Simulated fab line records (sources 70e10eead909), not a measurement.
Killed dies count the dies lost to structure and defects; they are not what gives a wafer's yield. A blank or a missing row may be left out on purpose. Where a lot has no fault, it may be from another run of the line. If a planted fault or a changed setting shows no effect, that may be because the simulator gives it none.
fab line records	flow nand-harc
record: lots: 13	wafers: 39	last-day: 33
route steps=1302 shown A_ONON_D2@548 A_CHANNEL_HOLE_D2@571 END@1302
lots with no fault: from the same line, run without faults
start-h: hours from the record's first day to the start of the lot's first wafer shown	wait-h: hours elapsed since this lot's preceding step	" identical to the entry in the row above	L1.1+2: a row that stands for several wafers	- no value, or no start was given	* or withheld: withheld	< > ~ a bound
route shown NAME@n: NAME is a module with steps in the file, n the number in the route of the first one	usual: average and standard deviation across the fault-free wafers	same: alike in all rows	chamber/n: place in a boat	sites: each site's reading	_std_site: the values' standard deviation	_edge_site: the outer-site mean with the inner-site mean subtracted	radius-mm: for every site, how far away it sits from the centre of the wafer	mask NAME#n: copy n	behind: the most recent tool/chamber to have shaped the wafer	hold: the reason the lot was held/the length of the hold in hours/how it ended	device: transistor that didn't switch, given as n, p or np	end of line: the route-end tests of the same wafers	step lacking rows: just its recipe	killed: the dies lost at the first sort to structure and to defects; this is not the yield of the wafer	map: a wafer's dies, x killed, . not, _ none there
set.NAME: the setting the step ran with; set.NAME@STEP: the setting that earlier step ran with	model.NAME: the simulator's own value behind a step, which no gauge read
one table for each step of the route and one row for each wafer, over a sample of lots
services: from which hour (start-h, from the record's first day; less than 0 if before it) a tool's chamber was out of use, for how many hours, and why
== steps ==
step: NHARC_A_ONON_D2_THK_MEAS_05
recipe: thk-meas-gauge: ellipsometry
usual: thk-nm: 998/12
lot.wafer	tool	chamber	start-h	wait-h	thk-nm
L476.1	film-metro-02	-	314.24	-	1001
L476.2	"	-	"	"	1000
L476.5	"	-	"	"	1002
L477.1	film-metro-01	-	319.58	-	990
L477.3	"	-	"	"	992
L477.4	"	-	"	"	989
L479.1	film-metro-02	-	333.06	-	984
L479.2	"	-	"	"	982
L479.3	"	-	"	"	983
L481.2	film-metro-01	-	351.91	-	1004
L481.4	"	-	"	"	1003
L481.6	"	-	"	"	1003
L482.2	film-metro-01	-	374.03	-	991
L482.4	"	-	"	"	994
L482.6	"	-	"	"	991
L485.2	film-metro-02	-	414.03	-	994
L485.5	"	-	"	"	994
L485.6	"	-	"	"	995
L487.1	film-metro-01	-	420.21	-	997
L487.3	"	-	"	"	996
L487.6	"	-	"	"	996
L488.3	film-metro-02	-	435.42	-	994
L488.4	"	-	"	"	994
L488.5	"	-	"	"	994
L489.2	film-metro-02	-	443.49	-	993
L489.3	"	-	"	"	995
L489.6	"	-	"	"	995
L491.3	film-metro-02	-	464.96	-	987
L491.4	"	-	"	"	988
L491.5	"	-	"	"	990
L492.1	film-metro-02	-	478.15	-	1000
L492.2	"	-	"	"	998
L492.5	"	-	"	"	999
L494.3	film-metro-02	-	512.07	-	1001
L494.5	"	-	"	"	1003
L494.6	"	-	"	"	1001
L495.3	film-metro-01	-	512.09	-	982
L495.4	"	-	"	"	983
L495.6	"	-	"	"	981
step: NHARC_A_ONON_D2_DEP_28
recipe: target-thk-a: 10000	n2-flow-sccm: 2750	n2o-flow-sccm: 2000	nh3-flow-sccm: 500	sih4-flow-sccm: 210	temp-c: 400
usual: n2-flow-sccm: 2750/8.6
lot.wafer	tool	chamber	start-h	wait-h	n2-flow-sccm
L476.1	pecvd-onon-04	0	325.11	0.1	2746
L476.2	"	0	"	"	2757
L476.5	"	0	"	"	2744
L477.1	pecvd-onon-04	0	330.90	0.1	2737
L477.3	"	0	"	"	2738
L477.4	"	0	"	"	2736
L479.1	pecvd-onon-04	0	343.90	0.1	2750
L479.2	"	0	"	"	2756
L479.3	"	0	"	"	2764
L481.2	pecvd-onon-04	0	363.12	0.1	2758
L481.4	"	0	"	"	2756
L481.6	"	0	"	"	2776
L482.2	pecvd-onon-02	0	385.29	0.1	2742
L482.4	"	0	"	"	2747
L482.6	"	0	"	"	2748
L485.2	pecvd-onon-03	0	424.92	0.1	2757
L485.5	"	0	"	"	2755
L485.6	"	0	"	"	2745
L487.1	pecvd-onon-03	0	431.37	0.1	2770
L487.3	"	0	"	"	2754
L487.6	"	0	"	"	2755
L488.3	pecvd-onon-02	0	448.82	0.2	2758
L488.4	"	0	"	"	2760
L488.5	"	0	"	"	2763
L489.2	pecvd-onon-04	0	454.37	0.1	2734
L489.3	"	0	"	"	2737
L489.6	"	0	"	"	2747
L491.3	pecvd-onon-03	0	476.29	0.2	2764
L491.4	"	0	"	"	2751
L491.5	"	0	"	"	2750
L492.1	pecvd-onon-03	0	489.63	0.1	2738
L492.2	"	0	"	"	2738
L492.5	"	0	"	"	2730
L494.3	pecvd-onon-03	0	523.08	0.2	2744
L494.5	"	0	"	"	2741
L494.6	"	0	"	"	2760
L495.3	pecvd-onon-02	0	523.08	0.2	2752
L495.4	"	0	"	"	2752
L495.6	"	0	"	"	2743
step: NHARC_A_ONON_D2_DEP_33
recipe: target-thk-a: 2000	temp-c: 400	pressure-torr: 6.5	rf-w: 900	teos-flow-sccm: 161.4	flow-sccm: 2650	target-thk-nm: 200	gas: O2	material: SiO2
usual: heater-power-outer-w: 305/57	heater-power-w: 549/89	throttle-valve-pct: 15.9/0.58
lot.wafer	tool	chamber	start-h	wait-h	heater-power-outer-w	heater-power-w	throttle-valve-pct
L476.1	pecvd-03	1	325.68	0.1	295	583	15.4
L476.2	"	0	"	"	341	584	15.9
L476.5	"	1	"	"	312	611	15.4
L477.3	pecvd-01	2	331.46	0.1	240	438	16.4
L477.1	"	1	"	"	347	611	16.2
L477.4	"	0	"	"	342	579	16.8
L479.1	pecvd-04	2	344.46	0.1	247	458	14.6
L479.2	"	0	"	"	259	537	16.2
L479.3	"	1	"	"	405	664	15.6
L481.2	pecvd-01	0	363.72	0.1	369	628	16.5
L481.4	"	1	"	"	367	632	16.4
L481.6	"	2	"	"	297	528	16.0
L482.2	pecvd-01	0	385.79	0.1	317	548	16.8
L482.4	"	0	"	"	330	559	16.6
L482.6	"	2	"	"	242	456	16.3
L485.2	pecvd-04	1	425.52	0.1	311	552	15.5
L485.5	"	2	"	"	257	486	15.4
L485.6	"	0	"	"	193	444	16.5
L487.3	pecvd-03	0	431.93	0.1	294	539	15.8
L487.1	"	1	"	"	389	732	15.6
L487.6	"	2	"	"	256	428	15.1
L488.3	pecvd-01	1	449.27	0.1	347	603	16.5
L488.4	"	1	"	"	343	617	16.5
L488.5	"	2	"	"	265	473	16.5
L489.2	pecvd-03	0	454.89	0.1	348	598	16.0
L489.3	"	2	"	"	218	370	15.1
L489.6	"	2	"	"	224	389	15.2
L491.3	pecvd-03	2	476.83	0.1	223	386	15.3
L491.4	"	0	"	"	310	560	16.0
L491.5	"	2	"	"	231	394	15.1
L492.2	pecvd-04	1	490.22	0.1	406	655	15.6
L492.1	"	0	"	"	226	486	16.0
L492.5	"	2	"	"	316	579	14.6
L495.3	pecvd-03	0	523.62	0.1	308	556	16.2
L495.4	"	1	"	"	375	721	15.9
L495.6	"	2	"	"	249	421	15.5
L494.3	pecvd-01	1	523.67	0.2	295	501	15.7
L494.6	"	1	"	"	298	522	16.0
L494.5	"	0	"	"	232	463	16.2
step: NHARC_A_ONON_D2_INSPECT_32
usual: raw-defect-count: 395/160
lot.wafer	tool	chamber	start-h	wait-h	raw-defect-count
L476.1	defect-inspect-02	-	326.16	0.1	361
L476.2	"	-	"	"	421
L476.5	"	-	"	"	391
L477.1	defect-inspect-02	-	331.96	0.0	628
L477.3	"	-	"	"	634
L477.4	"	-	"	"	620
L479.1	defect-inspect-02	-	344.95	0.0	1465
L479.2	"	-	"	"	1403
L479.3	"	-	"	"	1412
L481.2	defect-inspect-02	-	364.11	0.0	1619
L481.4	"	-	"	"	2149
L481.6	"	-	"	"	1819
L482.2	defect-inspect-02	-	386.26	0.0	222
L482.4	"	-	"	"	264
L482.6	"	-	"	"	417
L485.2	defect-inspect-02	-	425.91	0.0	622
L485.5	"	-	"	"	532
L485.6	"	-	"	"	450
L487.1	defect-inspect-01	-	432.40	0.0	435
L487.3	"	-	"	"	396
L487.6	"	-	"	"	468
L488.3	defect-inspect-01	-	449.75	0.0	567
L488.4	"	-	"	"	555
L488.5	"	-	"	"	517
L489.2	defect-inspect-01	-	455.36	0.0	378
L489.3	"	-	"	"	426
L489.6	"	-	"	"	405
L491.3	defect-inspect-02	-	477.22	0.0	325
L491.4	"	-	"	"	352
L491.5	"	-	"	"	449
L492.1	defect-inspect-02	-	490.72	0.0	297
L492.2	"	-	"	"	233
L492.5	"	-	"	"	320
L495.3	defect-inspect-01	-	524.01	0.0	193
L495.4	"	-	"	"	321
L495.6	"	-	"	"	256
L494.3	defect-inspect-02	-	524.15	0.0	478
L494.5	"	-	"	"	252
L494.6	"	-	"	"	258
step: NHARC_A_CHANNEL_HOLE_D2_DEP_01
recipe: target-thk-a: 1400	target-thk-nm: 140	temp-c: 400	pressure-torr: 3.5	flow-sccm: 200	rf-w: 350	material: SiON
usual: heater-power-outer-w: 437/49	heater-power-w: 720/75
lot.wafer	tool	chamber	start-h	wait-h	heater-power-outer-w	heater-power-w
L476.1	pecvd-02	0	329.63	1.9	434	708
L476.2	"	1	"	"	425	683
L476.5	"	2	"	"	479	820
L477.3	pecvd-02	2	333.96	1.0	452	725
L477.1	"	0	"	"	374	659
L477.4	"	2	"	"	443	714
L479.3	pecvd-01	1	346.95	1.0	457	748
L479.1	"	2	"	"	400	671
L479.2	"	0	"	"	453	756
L481.2	pecvd-01	0	369.41	1.3	497	806
L481.4	"	0	"	"	509	776
L481.6	"	2	"	"	447	719
L482.2	pecvd-01	1	391.47	1.3	549	827
L482.4	"	0	"	"	442	700
L482.6	"	1	"	"	413	691
L485.2	pecvd-02	0	427.95	1.3	420	691
L485.6	"	1	"	"	439	752
L485.5	"	2	"	"	393	679
L487.1	pecvd-01	0	440.12	1.6	427	705
L487.3	"	1	"	"	517	823
L487.6	"	2	"	"	385	639
L488.3	pecvd-03	2	453.03	1.0	420	631
L488.4	"	1	"	"	488	853
L488.5	"	0	"	"	503	814
L489.2	pecvd-01	1	458.31	1.3	443	725
L489.3	"	2	"	"	344	584
L489.6	"	2	"	"	347	601
L491.3	pecvd-02	1	479.19	1.0	480	797
L491.5	"	2	"	"	441	741
L491.4	"	0	"	"	435	701
L492.1	pecvd-02	0	494.42	1.7	364	631
L492.2	"	1	"	"	490	806
L492.5	"	1	"	"	501	791
L495.3	pecvd-03	0	527.47	1.0	512	812
L495.4	"	1	"	"	498	862
L495.6	"	2	"	"	379	586
L494.3	pecvd-01	0	528.01	1.1	460	794
L494.5	"	1	"	"	469	761
L494.6	"	0	"	"	465	774
step: NHARC_END_SORT_01
recipe: temp-c: 25
usual: killed-at-array: 57/19	killed-at-other: 0.9/1.1	killed-at-periphery: 4.0/2.6	killed-dies: 62/19	killed-open: 3.3/1.8	killed-short: 2.4/1.7
same: gross-dies: 677
lot.wafer	tool	chamber	start-h	wait-h	killed-at-array	killed-at-other	killed-at-periphery	killed-dies	killed-open	killed-short
L476.1	prober-01	0	599.12	2.4	64	0	6	70	5	1
L476.2	prober-01	0	599.92	2.8	58	2	5	65	1	7
L476.5	prober-01	0	602.30	3.7	46	0	5	51	3	4
L479.1	prober-02	0	618.23	2.6	110	2	3	115	4	2
L479.2	prober-02	0	619.04	2.8	113	0	2	115	4	0
L479.3	prober-02	0	619.84	3.1	117	3	1	121	4	1
L481.2	prober-02	0	636.03	2.8	105	3	5	113	0	5
L481.4	prober-02	0	637.64	3.4	133	2	3	138	4	3
L481.6	prober-02	0	639.25	4.0	104	2	2	108	4	4
L482.2	prober-02	0	659.64	2.8	64	0	0	64	4	1
L482.4	prober-02	0	661.23	3.4	70	2	3	75	5	4
L482.6	prober-02	0	662.82	4.0	67	0	2	69	5	2
L485.2	prober-01	0	687.69	2.8	43	0	3	46	2	0
L485.5	prober-01	0	690.08	3.7	52	1	5	58	5	4
L485.6	prober-01	0	690.87	4.0	63	1	5	69	0	1
killed by level:class
L476.1 A_CHANNEL_HOLE_D1:chamber-film-flake=31 A_CHANNEL_HOLE_D2:chamber-film-flake=18 A_CHANNEL_FILL_D1:chamber-film-flake=7 P_STI:chamber-film-flake=3 A_CONTACT:chamber-film-flake=2 P_M0:geometric-particle:open=1 P_M1:geometric-particle:open=1 A_ONON_D1:geometric-particle:open=1
L476.2 A_CHANNEL_HOLE_D1:chamber-film-flake=31 A_CHANNEL_HOLE_D2:chamber-film-flake=9 A_CONTACT:chamber-film-flake=7 A_ONON_D2:geometric-particle:short=3 A_CHANNEL_FILL_D1:chamber-film-flake=3 A_BLC:geometric-particle:short=2 P_CONTACT:chamber-film-flake=2 THIN_TSV:chamber-film-flake=2
L476.5 A_CHANNEL_HOLE_D1:chamber-film-flake=20 A_CHANNEL_HOLE_D2:chamber-film-flake=10 A_CONTACT:chamber-film-flake=4 A_CHANNEL_FILL_D1:chamber-film-flake=3 P_STI:chamber-film-flake=2 P_M0:geometric-particle:short=1 A_SOURCE_PLATE:geometric-particle:open=1 A_ONON_D2:geometric-particle:open=1
L479.1 A_ONON_D2:unspecified=40 A_CHANNEL_HOLE_D2:chamber-film-flake=34 A_SLIT:chamber-film-flake=18 A_CONTACT:chamber-film-flake=6 A_CHANNEL_HOLE_D1:chamber-film-flake=5 P_M0:geometric-particle:open=2 THIN_TSV:chamber-film-flake=2 A_SGD_CUT:geometric-particle:open=1
L479.2 A_SLIT:chamber-film-flake=41 A_ONON_D2:unspecified=34 A_CHANNEL_HOLE_D2:chamber-film-flake=30 A_BLC:geometric-particle:open=2 P_M0:geometric-particle:open=1 P_M1:geometric-particle:open=1 A_CHANNEL_HOLE_D1:chamber-film-flake=1 A_CHANNEL_FILL_D2:chamber-film-flake=1
L479.3 A_ONON_D2:unspecified=40 A_SLIT:chamber-film-flake=30 A_CHANNEL_HOLE_D2:chamber-film-flake=25 A_CONTACT:chamber-film-flake=5 A_STAIRCASE:chamber-film-flake=3 A_WL_FILL:chamber-film-flake=3 THIN_TSV:chamber-film-flake=3 A_ZERO_WELL:chamber-film-flake=2
L481.2 A_ONON_D2:unspecified=36 A_CHANNEL_HOLE_D1:chamber-film-flake=33 A_SLIT:chamber-film-flake=14 A_CHANNEL_HOLE_D2:chamber-film-flake=11 A_ZERO_WELL:chamber-film-flake=3 THIN_TSV:chamber-film-flake=3 A_CHANNEL_FILL_D2:geometric-particle:short=2 P_ZERO_WELL:chamber-film-flake=2
L481.4 A_ONON_D2:unspecified=41 A_CHANNEL_HOLE_D1:chamber-film-flake=35 A_SLIT:chamber-film-flake=25 A_CHANNEL_HOLE_D2:chamber-film-flake=7 A_CONTACT:chamber-film-flake=6 A_STAIRCASE:chamber-film-flake=4 A_CHANNEL_FILL_D1:chamber-film-flake=3 A_CHANNEL_FILL_D2:geometric-particle:short=2
L481.6 A_ONON_D2:unspecified=36 A_CHANNEL_HOLE_D1:chamber-film-flake=33 A_SLIT:chamber-film-flake=18 A_CHANNEL_HOLE_D2:chamber-film-flake=7 A_ZERO_WELL:chamber-film-flake=2 A_CONTACT:chamber-film-flake=2 P_GATE:geometric-particle:short=1 A_ONON_D1:geometric-particle:open=1
L482.2 A_CHANNEL_HOLE_D1:chamber-film-flake=34 A_SLIT:chamber-film-flake=14 A_STAIRCASE:chamber-film-flake=4 A_M0:geometric-particle:open=3 A_CHANNEL_HOLE_D2:unspecified=3 A_CHANNEL_HOLE_D2:chamber-film-flake=2 A_ONON_D1:geometric-particle:open=1 A_CHANNEL_FILL_D1:geometric-particle:short=1
L482.4 A_CHANNEL_HOLE_D1:chamber-film-flake=27 A_SLIT:chamber-film-flake=24 A_CONTACT:chamber-film-flake=3 A_ZERO_WELL:chamber-film-flake=2 A_DECK1_JOINT:chamber-film-flake=2 A_CHANNEL_HOLE_D2:chamber-film-flake=2 A_STAIRCASE:chamber-film-flake=2 P_CONTACT:geometric-particle:open=1
L482.6 A_SLIT:chamber-film-flake=28 A_CHANNEL_HOLE_D1:chamber-film-flake=23 A_STAIRCASE:chamber-film-flake=3 A_CONTACT:chamber-film-flake=2 A_DECK1_JOINT:chamber-film-flake=2 A_CHANNEL_HOLE_D2:chamber-film-flake=2 P_STI:geometric-particle:open=1 P_CONTACT:geometric-particle:short=1
L485.2 A_CHANNEL_HOLE_D1:chamber-film-flake=22 A_SLIT:chamber-film-flake=11 A_STAIRCASE:chamber-film-flake=4 A_ZERO_WELL:chamber-film-flake=3 A_WL_FILL:chamber-film-flake=2 P_BONDPAD:geometric-particle:open=1 A_CHANNEL_FILL_D2:geometric-particle:open=1 P_STI:chamber-film-flake=1
L485.5 A_CHANNEL_HOLE_D1:chamber-film-flake=27 A_SLIT:chamber-film-flake=16 P_GATE:chamber-film-flake=2 P_GATE:geometric-particle:short=1 A_ONON_D1:geometric-particle:short=1 A_CHANNEL_FILL_D1:geometric-particle:short=1 A_ONON_D2:geometric-particle:open=1 A_CHANNEL_FILL_D2:geometric-particle:short=1
L485.6 A_SLIT:chamber-film-flake=30 A_CHANNEL_HOLE_D1:chamber-film-flake=29 P_GATE:chamber-film-flake=3 P_STI:chamber-film-flake=1 P_M2:chamber-film-flake=1 STARTING-WAFER:geometric-particle:short=1 A_DECK1_JOINT:chamber-film-flake=1 A_CHANNEL_FILL_D2:chamber-film-flake=1
== services ==
tool	chamber	start-h	hours	kind
pecvd-01	-	311.00	13.0	pm
pecvd-01	0	311.00	13.0	vent-cycle
pecvd-01	1	311.00	13.0	vent-cycle
pecvd-01	2	311.00	13.0	vent-cycle
pecvd-onon-04	-	311.62	13.0	pm
pecvd-01	0	324.00	-	clean
pecvd-01	1	324.00	-	clean
pecvd-03	2	327.96	6.3	repair
pecvd-03	1	339.70	24.6	repair
pecvd-02	-	344.90	0.6	repair
pecvd-01	0	354.38	8.9	repair
pecvd-03	0	355.18	8.6	repair
pecvd-onon-02	-	366.00	13.0	pm
pecvd-03	-	366.40	13.0	pm
pecvd-onon-03	-	408.13	13.0	pm
pecvd-02	-	408.47	13.0	pm
pecvd-01	-	411.66	1.0	repair
pecvd-01	-	447.53	0.7	repair
pecvd-04	2	448.38	2.3	repair
pecvd-04	-	455.18	13.0	pm
pecvd-02	-	470.43	0.4	repair
pecvd-01	-	492.00	13.0	pm
pecvd-onon-04	-	492.62	13.0	pm
pecvd-01	2	518.88	11.2	repair
== key ==
first-sign: step: NHARC_A_ONON_D2_INSPECT_32	reading: raw-defect-count	direction: up	sigmas: 7.9	usual: 395	struck: 1644
effect: step: NHARC_END_SORT_01	reading: killed-dies	direction: up	sigmas: 3	usual: 62	struck: 118	wafers-moved: 5
more-kills-born-at: NHARC_A_ONON_D2_DEP_28@pecvd-onon-04: 227
met-at NHARC_A_ONON_D2_DEP_28
struck-lots L479,L481
tester-left-out L479,L481
not-acting-at NHARC_A_ONON_D2_THK_MEAS_05,NHARC_A_ONON_D2_DEP_33,NHARC_A_CHANNEL_HOLE_D2_DEP_01
onset-between 330.90 343.90
fault: kind: chamber-particle-source	tool: pecvd-onon-04	chamber: -	onset-h: 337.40	steps: NHARC_A_ONON_D2_DEP_28	rate-per-visit-cm2: 1.9674	end-h: 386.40
tester-left-out: of these lots the tester's yield and bins aren't shown, on N5 and GAA mostly nor the transistor test; their killed dies are dies lost to structure and defects alone, not to doping, threshold or leakage, so they don't give the yield
